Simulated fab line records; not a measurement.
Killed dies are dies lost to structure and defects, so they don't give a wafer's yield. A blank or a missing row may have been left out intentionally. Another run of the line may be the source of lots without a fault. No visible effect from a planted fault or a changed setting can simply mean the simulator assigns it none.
Which of the tools did it? ; flow n5-finfet ; 24 lots with 72 wafers sampled at 5 steps, on a route of 1938 steps

## WHAT EACH GAUGE READ, for each wafer
N5_HKMG_FIN_CD_MEAS_49: the cd target is 202 nm. Usual: cd-nm reads 201.9 nm (standard deviation 0.77).
lot;measured;on;cd-nm (nm);flag
L074;day 4 01:04;cd-sem-01;200.8 203.3 201.7;
L075;day 4 11:36;cd-sem-01;201.0 201.9 201.1;
L076;day 4 11:40;cd-sem-02;202.1 202.2 201.7;
L077;day 4 19:22;cd-sem-03;200.8 201.7 202.1;
L078;day 5 01:11;cd-sem-01;201.7 201.2 201.9;
L079;day 5 08:38;cd-sem-02;202.6 201.6 201.4;
L080;day 5 12:23;cd-sem-02;201.5 201.5 201.9;
L081;day 5 19:15;cd-sem-01;201.8 201.2 201.6;
L082;day 6 01:53;cd-sem-01;203.4 203.5 202.5;
L083;day 6 06:44;cd-sem-03;202.6 202.1 201.2;
L084;day 6 13:31;cd-sem-02;201.4 200.1 201.9;
L085;day 6 20:43;cd-sem-02;200.9 201.3 201.0;
L086;day 7 00:22;cd-sem-01;201.7 201.5 201.7;
L087;day 7 07:53;cd-sem-01;203.1 203.3 203.2;
L088;day 7 13:03;cd-sem-03;201.6 201.7 202.2;
L089;day 7 21:10;cd-sem-03;200.2 200.6 201.7;
L090;day 8 00:07;cd-sem-01;202.2 202.6 202.3;
L091;day 8 04:58;cd-sem-03;200.2 201.2 202.1;
L092;day 8 13:07;cd-sem-03;202.0 201.9 201.7;
L093;day 8 16:04;cd-sem-01;202.7 202.2 202.5;
L094;day 9 04:12;cd-sem-03;201.0 201.3 202.2;
L095;day 9 05:43;cd-sem-01;203.0 203.0 202.3;
L096;day 9 13:10;cd-sem-01;203.0 202.7 202.4;
L097;day 9 16:58;cd-sem-02;202.3 200.5 200.9;

N5_GATE_CUT_INSPECT_26: inspects for defects (darkfield). Usual: raw-defect-count reads 37 (standard deviation 14).
lot;measured;on;raw-defect-count;flag
L074;day 4 16:32;defect-inspect-02;25 27 26;
L075;day 5 04:42;defect-inspect-02;36 38 43;
L076;day 5 04:47;defect-inspect-02;23 29 36;
L077;day 5 11:37;defect-inspect-01;32 42 26;
L078;day 5 17:24;defect-inspect-01;42 32 42;
L079;day 6 00:53;defect-inspect-02;56 38 34;
L080;day 6 04:55;defect-inspect-01;26 35 42;
L081;day 6 11:55;defect-inspect-01;45 37 38;
L082;day 6 16:47;defect-inspect-01;25 21 12;
L083;day 6 22:23;defect-inspect-02;15 34 40;
L084;day 7 05:54;defect-inspect-01;23 34 36;
L085;day 7 12:49;defect-inspect-02;58 21 39;
L086;day 7 16:19;defect-inspect-02;43 25 40;
L087;day 7 23:25;defect-inspect-02;32 38 40;
L088;day 8 04:53;defect-inspect-01;12 29 43;
L089;day 8 12:58;defect-inspect-02;36 28 46;
L090;day 8 15:34;defect-inspect-01;56 61 45;
L091;day 8 21:19;defect-inspect-01;39 38 41;
L092;day 9 04:50;defect-inspect-02;18 23 21;
L093;day 9 07:42;defect-inspect-02;22 40 13;
L094;day 9 20:03;defect-inspect-01;53 26 33;
L095;day 9 21:05;defect-inspect-02;48 70 34;
L096;day 10 05:26;defect-inspect-02;34 43 18;
L097;day 10 09:26;defect-inspect-01;53 29 47;

## TOOL THAT RAN EACH LOT (tool first, then ch and the chambers of the sampled wafers, then the start)
lot;N5_HKMG_FIN_ETCH_58;N5_HKMG_FIN_STRIP_60;N5_HKMG_FIN_STRIP_88
L074;rie-diel-03 ch 1,2, day 4 01:28;plasma-asher-02 ch 0,1, day 4 02:02;plasma-asher-01 ch 0,1, day 4 06:13
L075;rie-diel-03 ch 0,2, day 4 11:59;plasma-asher-02 ch 0,1, day 4 12:34;plasma-asher-01 ch 0,1, day 4 16:40
L076;rie-diel-06 ch 0,2,3, day 4 12:03;plasma-asher-01 ch 0,1, day 4 12:37;plasma-asher-01 ch 0,1, day 4 17:01
L077;rie-diel-03 ch 1,2, day 4 19:46;plasma-asher-02 ch 0,1, day 4 20:20;plasma-asher-02 ch 0,1, day 5 00:29
L078;rie-diel-05 ch 0,2,3, day 5 01:47;plasma-asher-01 ch 0,1, day 5 02:23;plasma-asher-02 ch 0,1, day 5 06:54
L079;rie-diel-03 ch 0,1,2, day 5 09:01;plasma-asher-02 ch 0,1, day 5 09:36;plasma-asher-01 ch 0,1, day 5 13:44
L080;rie-diel-06 ch 0,2, day 5 12:47;plasma-asher-01 ch 0, day 5 13:22;plasma-asher-02 ch 0,1, day 5 17:37
L081;rie-diel-06 ch 1,2,3, day 5 20:16;plasma-asher-02 ch 0,1, day 5 20:58;plasma-asher-02 ch 0,1, day 6 01:31
L082;rie-diel-03 ch 0,2,3, day 6 02:17;plasma-asher-01 ch 0,1, day 6 02:51;plasma-asher-01 ch 0,1, day 6 06:47
L083;rie-diel-05 ch 0,2,3, day 6 07:07;plasma-asher-01 ch 0,1, day 6 07:42;plasma-asher-01 ch 0,1, day 6 11:46
L084;rie-diel-03 ch 0,2,3, day 6 14:42;plasma-asher-02 ch 0,1, day 6 15:16;plasma-asher-01 ch 0,1, day 6 19:21
L085;rie-diel-06 ch 0,2,3, day 6 21:07;plasma-asher-02 ch 0,1, day 6 21:41;plasma-asher-02 ch 0,1, day 7 01:55
L086;rie-diel-06 ch 1,2,3, day 7 00:46;plasma-asher-02 ch 0,1, day 7 01:20;plasma-asher-01 ch 0,1, day 7 05:40
L087;rie-diel-05 ch 2,3, day 7 08:18;plasma-asher-02 ch 0,1, day 7 08:52;plasma-asher-02 ch 0,1, day 7 13:08
L088;rie-diel-03 ch 0,2,3, day 7 13:26;plasma-asher-02 ch 0,1, day 7 14:01;plasma-asher-01 ch 0,1, day 7 18:19
L089;rie-diel-05 ch 2,3, day 7 21:33;plasma-asher-01 ch 0,1, day 7 22:08;plasma-asher-01 ch 0,1, day 8 02:33
L090;rie-diel-05 ch 0,1,3, day 8 00:35;plasma-asher-01 ch 0,1, day 8 01:10;plasma-asher-02 ch 0,1, day 8 05:28
L091;rie-diel-03 ch 2,3, day 8 05:22;plasma-asher-01 ch 0,1, day 8 05:56;plasma-asher-01 ch 0,1, day 8 10:10
L092;rie-diel-03 ch 0,1,2, day 8 13:30;plasma-asher-01 ch 0,1, day 8 14:05;plasma-asher-01 ch 0,1, day 8 18:11
L093;rie-diel-03 ch 0,1,2, day 8 16:39;plasma-asher-02 ch 0,1, day 8 17:13;plasma-asher-01 ch 0,1, day 8 21:34
L094;rie-diel-06 ch 0,1,3, day 9 04:35;plasma-asher-01 ch 0,1, day 9 05:17;plasma-asher-01 ch 0,1, day 9 09:40
L095;rie-diel-05 ch 2,3, day 9 06:08;plasma-asher-01 ch 0,1, day 9 06:42;plasma-asher-01 ch 0,1, day 9 10:57
L096;rie-diel-06 ch 0,3, day 9 13:34;plasma-asher-01 ch 0,1, day 9 14:08;plasma-asher-02 ch 0,1, day 9 18:14
L097;rie-diel-03 ch 1,2,3, day 9 17:28;plasma-asher-01 ch 0,1, day 9 18:03;plasma-asher-02 ch 0,1, day 9 22:19
- N5_HKMG_FIN_ETCH_58: etches SOC in N2/H2, target depth 215.8 nm, time 741 s.
- N5_HKMG_FIN_STRIP_60: strips in N2/H2, time 360 s.
- N5_HKMG_FIN_STRIP_88: strips in N2/H2, time 360 s.

## AS READ BY THE TOOLS THEMSELVES (means over the sampled wafers that have a number; for cases with no such wafer, the mark the record gives instead)
N5_HKMG_FIN_ETCH_58. Usual: drypump-motor-current-A 5.7 A, standard deviation 0.42; oes-product-au 0.79 a.u., standard deviation 0.093; rf-vpp-V 99.0 V, standard deviation 0.97; showerhead-plenum-p-Torr 2.51 Torr, standard deviation 0.074; throttle-valve-pct 17.75 %, standard deviation 0.21.
lot;tool;drypump-motor-current-A (A);oes-product-au (a.u.);rf-vpp-V (V);showerhead-plenum-p-Torr (Torr);throttle-valve-pct (%);flag
L074;rie-diel-03;5.6;0.72;98.0;2.57;18.09;
L075;rie-diel-03;6.2;0.81;98.6;2.46;17.79;
L076;rie-diel-06;5.7;0.71;99.3;2.49;17.79;
L077;rie-diel-03;5.9;0.75;98.4;2.51;18.01;
L078;rie-diel-05;5.5;0.73;98.5;2.56;17.78;
L079;rie-diel-03;5.9;0.77;99.1;2.51;17.91;
L080;rie-diel-06;5.4;0.69;98.7;2.48;17.86;
L081;rie-diel-06;5.8;0.74;99.0;2.46;17.61;
L082;rie-diel-03;6.0;0.85;99.5;2.47;17.72;
L083;rie-diel-05;5.5;0.73;98.7;2.55;17.80;
L084;rie-diel-03;6.0;0.84;98.7;2.47;17.74;
L085;rie-diel-06;5.7;0.70;99.8;2.48;17.83;
L086;rie-diel-06;5.8;0.73;98.7;2.45;17.63;
L087;rie-diel-05;5.5;0.82;99.4;2.58;17.57;
L088;rie-diel-03;6.0;0.83;99.1;2.46;17.75;
L089;rie-diel-05;5.5;0.82;99.3;2.58;17.57;
L090;rie-diel-05;5.4;0.81;99.6;2.51;17.82;
L091;rie-diel-03;5.8;0.84;98.8;2.47;17.77;
L092;rie-diel-03;5.9;0.85;99.1;2.50;17.82;
L093;rie-diel-03;5.9;0.85;98.5;2.50;17.82;
L094;rie-diel-06;5.6;0.71;99.3;2.52;17.70;
L095;rie-diel-05;5.3;0.86;99.1;2.53;17.71;
L096;rie-diel-06;6.0;0.70;99.0;2.47;17.83;
L097;rie-diel-03;5.7;0.85;100.0;2.51;17.82;

N5_HKMG_FIN_STRIP_60. Usual: drypump-motor-current-A 5.39 A, standard deviation 0.17; heater-power-w 480 W, standard deviation 48.
lot;tool;drypump-motor-current-A (A);heater-power-w (W);flag
L074;plasma-asher-02;5.46;483;
L075;plasma-asher-02;5.37;450;
L076;plasma-asher-01;5.31;483;
L077;plasma-asher-02;5.39;445;
L078;plasma-asher-01;5.46;494;
L079;plasma-asher-02;5.45;486;
L080;plasma-asher-01;5.15;457;
L081;plasma-asher-02;5.38;446;
L082;plasma-asher-01;5.44;496;
L083;plasma-asher-01;5.44;493;
L084;plasma-asher-02;5.38;456;
L085;plasma-asher-02;5.37;452;
L086;plasma-asher-02;5.44;486;
L087;plasma-asher-02;5.37;453;
L088;plasma-asher-02;5.46;489;
L089;plasma-asher-01;5.44;509;
L090;plasma-asher-01;5.46;503;
L091;plasma-asher-01;5.32;484;
L092;plasma-asher-01;5.32;477;
L093;plasma-asher-02;5.35;447;
L094;plasma-asher-01;5.31;482;
L095;plasma-asher-01;5.31;481;
L096;plasma-asher-01;5.45;502;
L097;plasma-asher-01;5.31;478;

N5_HKMG_FIN_STRIP_88. Usual: drypump-motor-current-A 5.39 A, standard deviation 0.18; heater-power-w 480 W, standard deviation 47.
lot;tool;drypump-motor-current-A (A);heater-power-w (W);flag
L074;plasma-asher-01;5.32;478;
L075;plasma-asher-01;5.44;498;
L076;plasma-asher-01;5.45;505;
L077;plasma-asher-02;5.45;493;
L078;plasma-asher-02;5.45;479;
L079;plasma-asher-01;5.45;493;
L080;plasma-asher-02;5.46;486;
L081;plasma-asher-02;5.44;489;
L082;plasma-asher-01;5.29;473;
L083;plasma-asher-01;5.45;502;
L084;plasma-asher-01;5.30;470;
L085;plasma-asher-02;5.40;453;
L086;plasma-asher-01;5.31;474;
L087;plasma-asher-02;5.39;453;
L088;plasma-asher-01;5.46;507;
L089;plasma-asher-01;5.32;476;
L090;plasma-asher-02;5.38;442;
L091;plasma-asher-01;5.45;501;
L092;plasma-asher-01;5.44;498;
L093;plasma-asher-01;5.44;496;
L094;plasma-asher-01;5.31;478;
L095;plasma-asher-01;5.30;471;
L096;plasma-asher-02;5.37;448;
L097;plasma-asher-02;5.45;496;

## THE ANSWER, worked out from the rows above alone
Rule: a lot is off if the mean of its wafers that have a number lies more than 3 standard deviations from the usual mean. A lot without any number at a reading at which 4 lots or more have one is off too. All remaining lots with rows at the step are treated as sound. After the gauges, taken in route order, come the tools' own readings; for these a lot's mean is taken, as printed above. At the first step where some lot is off, the reading lying furthest off is the one used; lots without a number count as furthest.
No lot is off at any reading shown: from this, nothing can be told.

## WHAT HAD BEEN PUT IN BY THE SIMULATOR
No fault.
